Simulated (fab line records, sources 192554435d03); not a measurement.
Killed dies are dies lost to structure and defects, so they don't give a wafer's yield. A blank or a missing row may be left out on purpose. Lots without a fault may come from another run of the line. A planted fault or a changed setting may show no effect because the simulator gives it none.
Problem report in the 8D (eight disciplines) form, filled by code | flow n5_finfet | the parts of the form that need people (team, actions taken, sign-off) are left out

1. THE PROBLEM
run_length_s at N5_BEOL_M7_CVD_78 reads a mean of 162.9 s on 1 wafer of 1 lot; wafers without a fault read 165.5 s with a standard deviation of 0.52. That is -5.0 standard deviations from the usual mean.
The step: deposits Co from CCTBA/H2, target thk 2 nm, time 142.3 s.
First seen on wafer L285.6, day 14 21:32, on cvd_co-01. The record holds 14 wafers of 5 lots with a number at this step. Rule for "out", or "out of limits": more than 4 standard deviations from the usual mean. The other wafers with a number count as sound.

2. WHAT IT IS AND WHAT IT IS NOT
question                    | is                | is not
which readings at this step | run_length_s      | chamber_pressure_Torr
which lots                  | L285              | L276, L279, L293, L296
which wafers of those lots  | L285.6            | L285.1
read on which tools         | cvd_co-01         | cvd_co-02
when                        | from day 14 21:32 | up to then (7 sound wafers); but 6 sound wafers of L293, L296 came after

3. SUSPECTS, AND WHAT RULES EACH OUT
Counting: a tool at a process step up to the reading stays a suspect if it ran every lot that is out. Sound lots after the first of them don't rule it out here, since some wafers of a struck lot are sound.
- rie_diel-06 at N5_BEOL_M7_STRIP_80 (strips in N2/H2, time 10 s): kept. It ran the lot that is out, L285 (day 14 18:33); its last sound lot up to then is L279 (day 10 09:41). N5_BEOL_M7_STRIP_80 gives no start for some lots, so the hours and the order of its lots are those of N5_BEOL_M7_OCD_MEAS_38.
- uv_cure-02 at N5_BEOL_M7_CURE_75 (cures SiCOH lowk, time 120 s): kept. It ran the lot that is out, L285 (day 14 18:45).
- pvd_sputter-03 at N5_BEOL_M7_DEGAS_44 (time 60 s): kept. It ran the lot that is out, L285 (day 14 19:25).
- ald_metal-04 at N5_BEOL_M7_ALD_77 (deposits TaN, target thk 2 nm, pulse time 2 s, purge time 3 s): kept. It ran the lot that is out, L285 (day 14 19:33).
- cvd_co-01 at N5_BEOL_M7_CVD_78 (deposits Co from CCTBA/H2, target thk 2 nm, time 142.3 s): kept. It ran the lot that is out, L285 (day 14 21:32); its last sound lot up to then is L279 (day 10 12:34). Its own readings are out on those wafers: run_length_s.
- Within rie_diel-06 at N5_BEOL_M7_STRIP_80: the wafers that are out ran in chamber 1; their sound lot-mates ran in chamber 3.
- Within cvd_co-01 at N5_BEOL_M7_CVD_78: the wafers that are out ran in chamber 0; their sound lot-mates ran in chamber 2.
Left after counting: rie_diel-06 at N5_BEOL_M7_STRIP_80, uv_cure-02 at N5_BEOL_M7_CURE_75, pvd_sputter-03 at N5_BEOL_M7_DEGAS_44, ald_metal-04 at N5_BEOL_M7_ALD_77, cvd_co-01 at N5_BEOL_M7_CVD_78.

4. THE CAUSE (what the simulator had put in)
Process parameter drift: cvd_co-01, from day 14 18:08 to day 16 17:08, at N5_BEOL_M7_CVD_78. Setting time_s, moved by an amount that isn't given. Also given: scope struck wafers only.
Counting left 5 suspects, and this tool is among them.

5. THE CHAIN OF EFFECTS, in route order
Each row: a reading whose mean over the struck wafers that have a number lies more than 3 standard deviations from the usual. Only readings for which the record gives a usual standard deviation are gone through. hours: the time from each lot's start at the first step in this table that gives one to its start at this step, as a median over the lots. sigmas: the change in usual standard deviations.
hours | step              | reading      | usual   | on struck wafers | change | sigmas
0     | N5_BEOL_M7_CVD_78 | run_length_s | 165.5 s | 162.9            | -2.6   | -5.0
The process steps in it:
- N5_BEOL_M7_CVD_78: deposits Co from CCTBA/H2, target thk 2 nm, time 142.3 s.

6. WHAT WOULD HAVE CAUGHT IT SOONER
In this record the first reading out of limits was taken at day 14 21:32, 3 hours after the fault began at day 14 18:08.
